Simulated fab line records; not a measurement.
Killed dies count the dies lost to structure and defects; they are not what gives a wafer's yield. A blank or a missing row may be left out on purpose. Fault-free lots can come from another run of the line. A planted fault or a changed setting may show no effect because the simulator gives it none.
Struck lot and sound lot, side by side :: flow nand-harc :: 15 steps out of a route of 1302
Sound: the wafers L492.1, L492.2, L492.5. Wafers L508.2, L508.3, L508.5 were the ones struck. The cause comes at the end.
For every step that has rows: the tool of each side, followed by ch and its chambers, followed by its first start. Under that, the readings that differ: sound wafers :: struck wafers :: difference of the means :: sigmas: that difference in standard deviations of wafers without a fault.
alike: readings whose means differ by less than 2 such deviations, and words and numbers that are the same on both sides. not compared: withheld readings, readings that some wafer has no value for, bounds like >300 that may hide the same value, and numbers for which the record gives no deviation and whose values overlap.
A row with sigmas, a row that says differs or no value, or rows on one side alone: a step with any of these is where the two part. Numbers that don't overlap but have no deviation are shown without sigmas and don't part them. Lack of a reading on every wafer of one side parts them only where that side has two or more wafers.

first, 2 steps without rows for these wafers: NHARC_THIN_TSV_PEB_10 (peb time 85 s); NHARC_THIN_TSV_DEVELOP_11 (time 70 s).
NHARC_THIN_TSV_CD_MEAS_12 targets a cd of 1000 nm.
  sound on cd-sem-03 ch 0, day 26 09:26; struck on cd-sem-01 ch 0, day 32 13:01
  alike: cd-nm
then, 1 step without rows for these wafers: NHARC_THIN_TSV_HARDBAKE_13 (time 80 s).
NHARC_THIN_TSV_DESCUM_14: chemistry O2, time 3 s.
  sound on rie-diel-08 ch 0,1,2, day 26 09:35; struck on rie-diel-06 ch 0,2,3, day 32 13:11
  alike: drypump-motor-current-A, oes-product-au, rf-vpp-V, showerhead-plenum-p-Torr, throttle-valve-pct
  not compared: rf-hours-counter-h
NHARC_THIN_TSV_ETCH_44: etches the open film in CF4/O2, target depth 1594.2 nm, time 797.1 s.
  sound on rie-diel-08 ch 0,1, day 26 09:41; struck on rie-diel-06 ch 0,1,2, day 32 13:22
  alike: drypump-motor-current-A, oes-product-au, rf-vpp-V, showerhead-plenum-p-Torr, throttle-valve-pct
  not compared: rf-hours-counter-h
NHARC_THIN_TSV_ETCH_15: target depth 3000 nm, bosch target overetch cycles 2, bosch etch step 2.8 s.
  sound on rie-si-03 ch 2,3, day 26 10:15; struck on rie-si-05 ch 0,2, day 32 13:50
  alike: drypump-motor-current-A
  not compared: rf-hours-counter-h
NHARC_THIN_TSV_CD_MEAS_16:
  sound on cd-sem-01, day 26 10:23; struck on cd-sem-02, day 32 13:58
  alike: cd-nm
NHARC_THIN_TSV_STRIP_45: strips in O2.
  sound on plasma-asher-01 ch 0,1, day 26 11:57; struck on plasma-asher-01 ch 0,1, day 32 14:02
  alike: drypump-motor-current-A, heater-power-w
  not compared: rf-hours-counter-h
then, 2 steps without rows for these wafers: NHARC_THIN_TSV_STRIP_46 (strips in post etch residue remover, time 1200 s); NHARC_THIN_TSV_DEP_47 (deposits SiO2, target thk 200 nm).
NHARC_THIN_TSV_ETCHBACK_48: etches the open film in C4F8/Ar, target depth 1028.5 nm, time 405.17 s.
  sound on rie-diel-07 ch 0,3, day 26 13:10; struck on rie-diel-07 ch 0,1,3, day 32 15:17
  alike: oes-product-au, rf-vpp-V
  not compared: rf-hours-counter-h
NHARC_THIN_TSV_STRIP_62: strips in N2/H2, time 20 s.
  sound on plasma-asher-01 ch 0,1, day 26 13:29; struck on plasma-asher-01 ch 0,1, day 32 15:37
  no value came back on the struck wafers for drypump-motor-current-A (A), heater-power-w (W); on the sound wafers drypump-motor-current-A (A) reads 5.4 6.6 6.6
  not compared: rf-hours-counter-h
then, 1 step without rows for these wafers: NHARC_THIN_TSV_DEGAS_49 (time 120 s).
NHARC_END_SORT_01:
  only the struck wafers appear in the record here, on prober-02 ch 0 at day 33 09:58; the sound ones have no rows

WHERE THEY PART
Earliest at NHARC_THIN_TSV_STRIP_62; latest, in this record, at NHARC_END_SORT_01.

WHY: whatever the simulator had introduced
Step skipped in full: plasma-asher-01, at NHARC_THIN_TSV_STRIP_62, from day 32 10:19 onward. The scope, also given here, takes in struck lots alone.
